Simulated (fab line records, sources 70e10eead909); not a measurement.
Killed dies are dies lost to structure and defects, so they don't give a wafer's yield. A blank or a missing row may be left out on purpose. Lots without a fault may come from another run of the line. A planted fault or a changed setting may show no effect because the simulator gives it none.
A struck lot beside a sound one | flow nand_harc | 42 steps out of a route of 1302
Sound: wafers L766.2, L766.3, L766.5. Struck: wafer L772.2. (L772.4, L772.6 of the same lot were not struck and are left out.) The cause comes at the end.
At each step with rows: each side's tool, then ch and its chambers, then its first start. Under that, the readings that differ: sound wafers | struck wafers | difference of the means | sigmas: that difference in standard deviations of wafers without a fault.
alike: readings whose means differ by less than 2 such deviations, and words and numbers that are the same on both sides. not compared: withheld readings, readings that some wafer has no value for, bounds like >300 that may hide the same value, and numbers for which the record gives no deviation and whose values overlap.
The two part at a step that has a row with sigmas, a row that says differs or no value, or rows on one side only. Numbers that don't overlap but have no deviation are shown without sigmas and don't part them. A reading that every wafer of one side lacks parts them only if that side has two wafers or more.

NHARC_P_GATE_STRIP_101: strips in O2, time 20 s.
  sound on rie_diel-02 ch 0,1,3, day 7 06:07; struck on rie_diel-05 ch 1, day 9 11:13
  alike: drypump_motor_current_A, oes_product_au, rf_vpp_V, showerhead_plenum_p_Torr, throttle_valve_pct
  not compared: rf_hours_counter_h
then, 11 steps without rows for these wafers: NHARC_P_GATE_PRECLEAN_97 (cleans in SPM, time 600 s); NHARC_P_GATE_SRD_98; NHARC_P_GATE_PRECLEAN_99 (cleans in SC1); NHARC_P_GATE_SRD_100; NHARC_P_GATE_DEHYDRATE_38 (time 120 s); NHARC_P_GATE_HMDS_39 (time 30 s); NHARC_P_GATE_COAT_40; NHARC_P_GATE_SOFTBAKE_41 (time 95 s); NHARC_P_GATE_EBR_42; NHARC_P_GATE_EXPOSE_43 (exposes mask P NSD, target cd 720 nm); NHARC_P_GATE_PEB_44 (peb time 85 s).
NHARC_P_GATE_DEVELOP_45: time 70 s.
  sound on litho_track-07 ch 0, day 7 06:00; struck on litho_track-03 ch 0, day 9 12:00
then, 1 step without rows for these wafers: NHARC_P_GATE_HARDBAKE_47 (time 80 s).
NHARC_P_GATE_DESCUM_48: chemistry O2, time 3 s.
  sound on rie_diel-13 ch 0,2, day 7 07:12; struck on rie_diel-13 ch 3, day 9 12:17
  reading                 | sound             | struck | difference | sigmas
  model.P_GATE.cd_nm (nm) | 721.4 719.8 720.7 | 120    | -601       |
  alike: drypump_motor_current_A, oes_product_au, rf_vpp_V, showerhead_plenum_p_Torr, throttle_valve_pct
  not compared: rf_hours_counter_h
then, 2 steps without rows for these wafers: NHARC_P_GATE_IMPLANT_49; NHARC_P_GATE_STRIP_111 (strips in N2/H2, time 250 s).
NHARC_P_GATE_STRIP_75: strips in O2.
  sound on plasma_asher-01 ch 1, day 7 08:05; struck on plasma_asher-01 ch 1, day 9 14:00
  alike: drypump_motor_current_A, heater_power_w, temp_c
  not compared: rf_hours_counter_h
then, 10 steps without rows for these wafers: NHARC_P_GATE_STRIP_50 (strips in SPM, time 900 s); NHARC_P_GATE_DEHYDRATE_51 (time 120 s); NHARC_P_GATE_HMDS_52 (time 30 s); NHARC_P_GATE_COAT_53; NHARC_P_GATE_SOFTBAKE_54 (time 95 s); NHARC_P_GATE_EBR_55; NHARC_P_GATE_EXPOSE_56 (exposes mask P PSD, target cd 720 nm); NHARC_P_GATE_PEB_57 (peb time 85 s); NHARC_P_GATE_DEVELOP_58 (time 70 s); NHARC_P_GATE_HARDBAKE_60 (time 80 s).
NHARC_P_GATE_DESCUM_61: chemistry O2, time 3 s.
  sound on rie_diel-05 ch 0,1,2, day 7 09:10; struck on rie_diel-13 ch 2, day 9 15:07
  alike: drypump_motor_current_A, oes_product_au, rf_vpp_V, showerhead_plenum_p_Torr, throttle_valve_pct
  not compared: rf_hours_counter_h
then, 1 step without rows for these wafers: NHARC_P_GATE_IMPLANT_62.
NHARC_P_GATE_STRIP_112: strips in N2/H2, time 200 s.
  sound on plasma_asher-01 ch 0,1, day 7 09:34; struck on plasma_asher-02 ch 1, day 9 15:30
  reading                     | sound          | struck | difference | sigmas
  drypump_motor_current_A (A) | 5.70 5.72 5.39 | 4.94   | -0.66      | -2
  alike: heater_power_w, temp_c
  not compared: rf_hours_counter_h
NHARC_P_GATE_STRIP_76: strips in O2.
  sound on plasma_asher-01 ch 0,1, day 7 09:49; struck on plasma_asher-02 ch 1, day 9 15:46
  reading                     | sound          | struck | difference | sigmas
  drypump_motor_current_A (A) | 5.74 5.73 5.39 | 4.91   | -0.71      | -2
  alike: heater_power_w, temp_c
  not compared: rf_hours_counter_h
then, 8 steps without rows for these wafers: NHARC_P_GATE_STRIP_63 (strips in SPM, time 900 s); NHARC_P_GATE_DEHYDRATE_83 (time 120 s); NHARC_P_GATE_HMDS_84 (time 30 s); NHARC_P_GATE_COAT_85; NHARC_P_GATE_SOFTBAKE_86 (time 95 s); NHARC_P_GATE_EBR_87; NHARC_P_GATE_EXPOSE_88 (exposes mask P HVN, target cd 2000 nm); NHARC_P_GATE_PEB_89 (peb time 85 s).
NHARC_P_GATE_DESCUM_93: chemistry O2, time 3 s.
  sound on rie_diel-02 ch 0,1,2, day 7 10:54; struck on rie_diel-13 ch 3, day 9 16:45
  reading                 | sound          | struck | difference | sigmas
  model.P_GATE.cd_nm (nm) | 2001 1999 2000 | 120    | -1880      |
  alike: drypump_motor_current_A, oes_product_au, rf_vpp_V, showerhead_plenum_p_Torr, throttle_valve_pct
  not compared: rf_hours_counter_h
-- the record jumps here: 19 days lie between the struck wafers' starts before and after (it left off in module P_GATE and takes up again in module END, whose first step shown is number 1302 of the route) --
NHARC_END_SORT_01:
  the record has rows for the struck wafers here (prober-01 ch 0, day 28 09:13) and none for the sound ones

WHERE THEY PART
First at NHARC_P_GATE_STRIP_112; last, within this record, at NHARC_END_SORT_01.

WHY: what the simulator had put in
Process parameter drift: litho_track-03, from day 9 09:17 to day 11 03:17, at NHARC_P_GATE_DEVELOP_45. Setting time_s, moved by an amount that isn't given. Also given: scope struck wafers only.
